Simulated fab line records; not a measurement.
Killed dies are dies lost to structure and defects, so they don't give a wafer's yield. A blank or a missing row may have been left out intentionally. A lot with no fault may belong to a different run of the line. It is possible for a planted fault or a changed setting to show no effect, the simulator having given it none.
fab line records -- flow nand-harc
record lots=5, wafers=15, last-day=34
route steps=1302 shown P_ZERO_WELL@44 END@1302
lots with no fault: from the same line, run without faults
start-h: hours from the record's opening day to when the first of the lot's shown wafers began -- wait-h: hours elapsed since this lot's preceding step -- " repeats the value in the row above -- L1.1+2: one row covering several wafers at once -- - no value, or no start given -- * or withheld: withheld -- < > ~ a bound
route shown NAME@n: NAME is a module with steps in the file, n the number in the route of the first one -- usual: mean/standard deviation taken from wafers without a fault -- same: alike in all rows -- chamber/n: place in a boat -- sites: each site's reading -- _std_site: the standard deviation of these -- _edge_site: inner sites' mean taken away from outer sites' mean -- radius-mm: how far each site lies from the wafer's centre -- mask NAME#n: copy n -- behind: the last tool/chamber to shape the wafer -- hold: the reason the lot was held/the length of the hold in hours/how it ended -- device: transistor that didn't switch, given as n, p or np -- end of line: tests run on the same wafers once the route is complete -- for a step that has no rows: nothing shown but its recipe -- killed: the dies lost at the first sort to structure and to defects; this is not the yield of the wafer -- map: the dies of a wafer, with x for killed, . for not killed, _ for no die there
set.NAME: the setting the step ran with; set.NAME@STEP: the setting that earlier step ran with -- model.NAME: the simulator's own value behind a step, which no gauge read
certain route steps with their lots: each step a table, each wafer a row
services: a tool's chamber out of use, with start hour (start-h, from the record's first day; less than 0 if before it), hours out, and reason
## steps
# step NHARC_P_ZERO_WELL_CD_MEAS_37
# recipe target-cd-nm=720, landing-energy-ev=500
# usual cd-nm=720.1/1.5
# same landing-energy-ev=500
lot.wafer,tool,chamber,start-h,wait-h,cd-nm
L484.2,cd-sem-03,0,35.48,-,719.1
L484.5,cd-sem-03,0,35.48,-,719.5
L484.6,cd-sem-03,0,35.48,-,722.0
L487.2,cd-sem-01,0,64.47,-,718.4
L487.3,cd-sem-01,0,64.47,-,721.0
L487.6,cd-sem-01,0,64.47,-,720.0
L494.1,cd-sem-02,0,134.33,-,718.6
L494.2,cd-sem-02,0,134.33,-,720.6
L494.4,cd-sem-02,0,134.33,-,720.6
L502.3,cd-sem-01,0,214.07,-,718.1
L502.5,cd-sem-01,0,214.07,-,719.5
L502.6,cd-sem-01,0,214.07,-,720.3
L506.1,cd-sem-02,0,254.22,-,720.7
L506.3,cd-sem-02,0,254.22,-,721.4
L506.5,cd-sem-02,0,254.22,-,718.6
# step NHARC_P_ZERO_WELL_HARDBAKE_38
# recipe temp-c=125, time-s=80
# step NHARC_P_ZERO_WELL_DESCUM_39
# recipe time-s=3, o2-flow-sccm=200, ar-flow-sccm=0, bias-power-w=0, chemistry=O2
# usual drypump-motor-current-A=5.9/0.4, oes-product-au=0.998/0.0077, rf-vpp-V=57.9/0.88, showerhead-plenum-p-Torr=1.94/0.099, throttle-valve-pct=11.312/0.01
lot.wafer,tool,chamber,start-h,wait-h,drypump-motor-current-A,oes-product-au,rf-hours-counter-h,rf-vpp-V,showerhead-plenum-p-Torr,throttle-valve-pct
L484.2,rie-diel-05,2,35.68,-,5.3,0.994,46,58.7,2.02,11.314
L484.6,rie-diel-05,3,35.68,-,5.5,1.010,-,58.0,1.91,11.315
L484.5,rie-diel-05,0,35.68,-,6.2,0.999,-,56.5,2.02,11.314
L487.2,rie-diel-07,1,64.63,-,5.7,1.002,39,57.0,1.83,11.319
L487.3,rie-diel-07,3,64.63,-,6.2,1.010,40,55.7,2.06,11.302
L487.6,rie-diel-07,1,64.63,-,5.7,1.001,-,57.4,1.83,11.320
L494.1,rie-diel-05,2,134.49,-,5.3,0.988,24,59.2,2.01,11.319
L494.4,rie-diel-05,0,134.49,-,6.2,0.992,16,57.0,2.02,11.305
L494.2,rie-diel-05,1,134.49,-,5.5,1.013,25,58.4,2.05,11.294
L502.3,rie-diel-05,2,214.25,-,5.3,0.995,52,57.6,2.00,11.312
L502.6,rie-diel-05,0,214.25,-,6.2,1.002,-,57.7,2.01,11.314
L502.5,rie-diel-05,1,214.25,-,5.5,0.994,-,58.3,2.04,11.321
L506.1,rie-diel-07,1,254.38,-,5.7,0.995,44,57.0,1.81,11.322
L506.3,rie-diel-07,0,254.38,-,6.1,1.008,47,58.8,1.78,11.315
L506.5,rie-diel-07,1,254.38,-,5.7,1.002,-,58.3,1.81,11.315
# step NHARC_P_ZERO_WELL_IMPLANT_40
# recipe energy-kev=300, dose-cm2=1e+13, tilt-deg=7
# step NHARC_P_ZERO_WELL_IMPLANT_59
# recipe energy-kev=120, dose-cm2=5e+12, tilt-deg=7
# step NHARC_P_ZERO_WELL_IMPLANT_60
# recipe energy-kev=30, dose-cm2=2e+12, tilt-deg=7
# step NHARC_P_ZERO_WELL_STRIP_41
# recipe time-s=840, temp-c=130, chemistry=SPM
# step NHARC_P_ZERO_WELL_DEHYDRATE_44
# recipe temp-c=150, time-s=120
# step NHARC_P_ZERO_WELL_HMDS_45
# recipe time-s=30
# step NHARC_P_ZERO_WELL_COAT_46
# recipe spin-rpm=withheld
# step NHARC_P_ZERO_WELL_SOFTBAKE_47
# recipe temp-c=122, time-s=95
# step NHARC_P_ZERO_WELL_EBR_48
# step NHARC_P_ZERO_WELL_EXPOSE_49
# recipe na=0.6, target-cd-nm=2000, dose-mj=22.64, mask-id=P_HVPW
lot.wafer,tool,chamber,start-h,wait-h,mask
L484.2+5+6,krf-scanner-01,0,36.97,-,P_HVPW#0
L487.2+3+6,krf-scanner-02,0,65.82,-,P_HVPW#0
L494.1+2+4,krf-scanner-01,0,135.85,-,P_HVPW_R1#0
L502.3+5+6,krf-scanner-01,0,215.43,-,P_HVPW#0
L506.1+3+5,krf-scanner-01,0,255.57,-,P_HVPW#0
# step NHARC_P_ZERO_WELL_PEB_50
# recipe peb-temp-c=118, peb-time-s=85
# step NHARC_P_ZERO_WELL_DEVELOP_51
# recipe time-s=70
# step NHARC_P_ZERO_WELL_CD_MEAS_52
# recipe target-cd-nm=2000, landing-energy-ev=500
# usual cd-nm=2000.2/1.3
# same landing-energy-ev=500
lot.wafer,tool,chamber,start-h,wait-h,cd-nm
L484.2,cd-sem-02,0,37.12,-,2000.2
L484.5,cd-sem-02,0,37.12,-,1999.1
L484.6,cd-sem-02,0,37.12,-,2000.3
L487.2,cd-sem-01,0,65.98,-,1999.4
L487.3,cd-sem-01,0,65.98,-,1997.7
L487.6,cd-sem-01,0,65.98,-,1999.0
L494.1,cd-sem-02,0,136.01,-,1836.6
L494.2,cd-sem-02,0,136.01,-,1837.6
L494.4,cd-sem-02,0,136.01,-,1837.4
L502.3,cd-sem-03,0,215.58,-,1999.6
L502.5,cd-sem-03,0,215.58,-,2000.4
L502.6,cd-sem-03,0,215.58,-,2000.4
L506.1,cd-sem-03,0,255.73,-,1997.1
L506.3,cd-sem-03,0,255.73,-,1997.4
L506.5,cd-sem-03,0,255.73,-,1998.4
# step NHARC_P_ZERO_WELL_HARDBAKE_53
# recipe temp-c=125, time-s=80
# step NHARC_P_ZERO_WELL_DESCUM_54
# recipe time-s=3, o2-flow-sccm=200, ar-flow-sccm=0, bias-power-w=0, chemistry=O2
# usual drypump-motor-current-A=5.8/0.37, oes-product-au=1.001/0.0065, rf-vpp-V=57.9/0.94, showerhead-plenum-p-Torr=1.94/0.094, throttle-valve-pct=11.312/0.0091
lot.wafer,tool,chamber,start-h,wait-h,drypump-motor-current-A,oes-product-au,rf-hours-counter-h,rf-vpp-V,showerhead-plenum-p-Torr,throttle-valve-pct,model.P_ZERO_WELL.cd-nm
L484.2,rie-diel-13,0,37.29,-,6.5,1.002,11,57.5,1.86,11.320,2000
L484.6,rie-diel-13,3,37.29,-,6.0,1.002,-,56.9,1.85,11.314,2000
L484.5,rie-diel-13,0,37.29,-,6.5,1.001,-,56.6,1.85,11.313,1999
L487.2,rie-diel-07,0,66.13,-,6.1,1.011,40,57.0,1.80,11.309,1999
L487.3,rie-diel-07,3,66.13,-,6.1,1.003,40,59.6,2.06,11.299,1998
L487.6,rie-diel-07,1,66.13,-,5.7,1.003,-,56.9,1.83,11.301,1999
L494.2,rie-diel-05,3,136.17,-,5.5,1.001,17,58.4,1.91,11.303,1838
L494.1,rie-diel-05,0,136.17,-,6.2,0.998,16,59.9,2.02,11.314,1837
L494.4,rie-diel-05,2,136.17,-,5.3,0.999,24,57.5,2.01,11.310,1837
L502.3,rie-diel-07,0,215.73,-,6.1,0.996,35,57.4,1.78,11.303,2000
L502.5,rie-diel-07,0,215.73,-,6.1,1.011,-,57.0,1.78,11.308,2001
L502.6,rie-diel-07,1,215.73,-,5.7,1.003,-,57.3,1.82,11.314,2001
L506.3,rie-diel-07,3,255.91,-,6.1,0.993,43,57.2,2.04,11.310,1997
L506.1,rie-diel-07,0,255.91,-,6.1,1.005,47,58.0,1.78,11.321,1997
L506.5,rie-diel-07,2,255.91,-,6.0,1.011,-,56.3,1.90,11.320,1998
# step NHARC_P_ZERO_WELL_IMPLANT_55
# recipe energy-kev=180, dose-cm2=8e+11, tilt-deg=7
# step NHARC_END_SORT_01
# recipe temp-c=25
# usual killed-at-array=56/21, killed-at-other=1.2/1.6, killed-at-periphery=3.7/2.5, killed-dies=61/21, killed-open=3.1/1.8, killed-short=2.8/1.7
# same gross-dies=677
lot.wafer,tool,chamber,start-h,wait-h,killed-at-array,killed-at-other,killed-at-periphery,killed-dies,killed-open,killed-short
L494.1,prober-02,0,671.70,2.5,48,0,6,54,2,2
L494.4,prober-02,0,674.06,3.4,45,1,3,49,3,1
# killed by level:class
L494.1 A_CHANNEL_HOLE_D1:chamber-film-flake=32 A_STAIRCASE:chamber-film-flake=3 A_SLIT:chamber-film-flake=3 A_CONTACT:chamber-film-flake=3 P_ZERO_WELL:area-expose=3 A_WL_FILL:chamber-film-flake=2 P_GATE:geometric-particle:open=1 A_DECK1_JOINT:geometric-particle:short=1
L494.4 A_CHANNEL_HOLE_D1:chamber-film-flake=32 A_SLIT:chamber-film-flake=4 A_CONTACT:chamber-film-flake=2 A_STAIRCASE:chamber-film-flake=2 P_M0:geometric-particle:open=1 A_CHANNEL_FILL_D2:geometric-particle:short=1 A_CHANNEL_FILL_D2:geometric-particle:open=1 A_BLC:geometric-particle:open=1
## services
tool,chamber,start-h,hours,kind
rie-diel-13,3,18.03,6.8,repair
rie-diel-07,0,23.01,-,clean
rie-diel-07,1,23.01,-,clean
rie-diel-13,-,45.31,0.8,repair
rie-diel-13,-,46.29,0.7,repair
krf-scanner-02,-,48.65,4.9,repair
rie-diel-05,-,52.63,9.0,pm
krf-scanner-01,-,71.06,26.3,repair
rie-diel-05,0,71.89,6.3,repair
rie-diel-13,-,86.15,2.6,repair
krf-scanner-02,-,94.00,4.0,pm
rie-diel-13,0,94.33,11.1,repair
rie-diel-05,0,99.49,8.2,repair
rie-diel-07,3,103.16,2.4,repair
rie-diel-05,2,108.82,2.6,repair
rie-diel-13,1,111.44,11.4,repair
rie-diel-07,-,117.33,9.0,pm
krf-scanner-01,-,119.82,10.2,repair
krf-scanner-01,-,140.00,4.0,pm
rie-diel-13,-,165.19,9.0,pm
rie-diel-13,1,199.95,5.9,repair
rie-diel-05,-,229.63,9.0,pm
krf-scanner-01,-,250.61,0.7,repair
rie-diel-07,-,253.45,0.7,repair
## key
first-sign step=NHARC_P_ZERO_WELL_EXPOSE_49, reading=mask, direction=changed
effect step=NHARC_P_ZERO_WELL_CD_MEAS_52, reading=cd-nm, direction=down, sigmas=99+, usual=2000.2, struck=1837.2
model-effect step=NHARC_P_ZERO_WELL_DESCUM_54, value=P_ZERO_WELL.cd-nm, without=2002, struck=1837
met-at NHARC_P_ZERO_WELL_EXPOSE_49
struck-wafers L494.1,L494.2,L494.4
tester-left-out L494
onset-between 36.97 135.85
fault kind=wrong-mask, tool=any, chamber=-, onset-h=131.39, steps=NHARC_P_ZERO_WELL_EXPOSE_49, aux-copy=P_HVPW_R1#0, cd-offset-nm=-164.86, scope=struck-lots-only
# tester-left-out: of these lots the tester's yield and bins aren't shown, on N5 and GAA mostly nor the transistor test; their killed dies are dies lost to structure and defects alone, not to doping, threshold or leakage, so they don't give the yield
